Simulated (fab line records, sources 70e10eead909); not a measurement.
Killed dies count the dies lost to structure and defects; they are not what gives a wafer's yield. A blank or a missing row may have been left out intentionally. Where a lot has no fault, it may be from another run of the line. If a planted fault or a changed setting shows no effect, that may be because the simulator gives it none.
A lot that was struck, set against a sound lot	flow nand harc	14 steps out of a route of 1302
Sound: wafers L721.1, L721.2, L721.4. Wafers L725.3, L725.5, L725.6 were the ones struck. The cause is named last.
At each step with rows: each side's tool, then ch and its chambers, then its first start. Under that, the readings that differ: sound wafers	struck wafers	difference of the means	sigmas: that difference in standard deviations of wafers without a fault.
alike: readings whose means differ by less than 2 such deviations, and words and numbers that are the same on both sides. not compared: withheld readings, readings that some wafer has no value for, bounds like >300 that may hide the same value, and numbers for which the record gives no deviation and whose values overlap.
A row with sigmas, a row that says differs or no value, or rows on one side alone: a step with any of these is where the two part. Numbers that have no deviation but don't overlap get no sigmas and don't part them. A reading that every wafer of one side lacks parts them only if that side has two wafers or more.

first, 8 steps without rows for these wafers: NHARC_A_STAIRCASE_HMDS_177 (time 30 s); NHARC_A_STAIRCASE_COAT_178; NHARC_A_STAIRCASE_SOFTBAKE_179 (time 170 s); NHARC_A_STAIRCASE_EBR_180; NHARC_A_STAIRCASE_EXPOSE_181 (exposes mask STAIR 2); NHARC_A_STAIRCASE_PEB_182 (peb time 130 s); NHARC_A_STAIRCASE_DEVELOP_183 (time 140 s); NHARC_A_STAIRCASE_HARDBAKE_185 (time 140 s).
NHARC_A_STAIRCASE_DESCUM_186: chemistry O2, time 3 s.
  sound on rie diel-04 ch 0,1,3, day 15 22:14; struck on rie diel-04 ch 1,3, day 18 11:02
  alike: chamber pressure mTorr, drypump motor current A, mfc ar sccm, oes product au, rf vpp V, showerhead plenum p Torr, throttle valve pct
  not compared: rf hours counter h
NHARC_A_STAIRCASE_TRIM_187: chemistry O2, time 211.2 s.
  sound on rie diel-04 ch 0,1,3, day 15 22:19; struck on rie diel-04 ch 1,2, day 18 11:08
  alike: chamber pressure mTorr, drypump motor current A, mfc ar sccm, oes product au, rf vpp V, run length s, showerhead plenum p Torr, throttle valve pct
  not compared: rf hours counter h
NHARC_A_STAIRCASE_ETCH_188: etches the open film in C4F8/O2, target depth 100 nm, time 40.5 s.
  sound on rie diel-04 ch 0,1,2; struck on rie diel-04 ch 2,3
reading	sound	struck	difference	sigmas
oes product au (a.u.)	0.949 0.961 0.953	0.926 0.914 0.918	-0.035	-2
  alike: chamber pressure mTorr, rf vpp V
  not compared: rf hours counter h
NHARC_A_STAIRCASE_TRIM_189: chemistry O2, time 211.2 s.
  sound on rie diel-04 ch 0,1,3, day 15 22:33; struck on rie diel-04 ch 1,2, day 18 11:31
reading	sound	struck	difference	sigmas
run length s (s)	232.0 232.2 232.2	221.8 221.8 221.4	-10.5	-23
  alike: chamber pressure mTorr, drypump motor current A, mfc ar sccm, oes product au, rf vpp V, showerhead plenum p Torr, throttle valve pct
  not compared: rf hours counter h
NHARC_A_STAIRCASE_ETCH_190: etches the open film in C4F8/O2, target depth 100 nm, time 40.5 s.
  sound on rie diel-04 ch 0,2,3; struck on rie diel-04 ch 1,2
  alike: chamber pressure mTorr, oes product au, rf vpp V
  not compared: rf hours counter h
NHARC_END_SORT_01:
  the record has rows for the sound wafers here (prober-02 ch 0, day 24 17:14) and none for the struck ones

## WHERE THEY PART
First at NHARC_A_STAIRCASE_ETCH_188; last, within this record, at NHARC_END_SORT_01.

WHY: whatever the simulator had introduced
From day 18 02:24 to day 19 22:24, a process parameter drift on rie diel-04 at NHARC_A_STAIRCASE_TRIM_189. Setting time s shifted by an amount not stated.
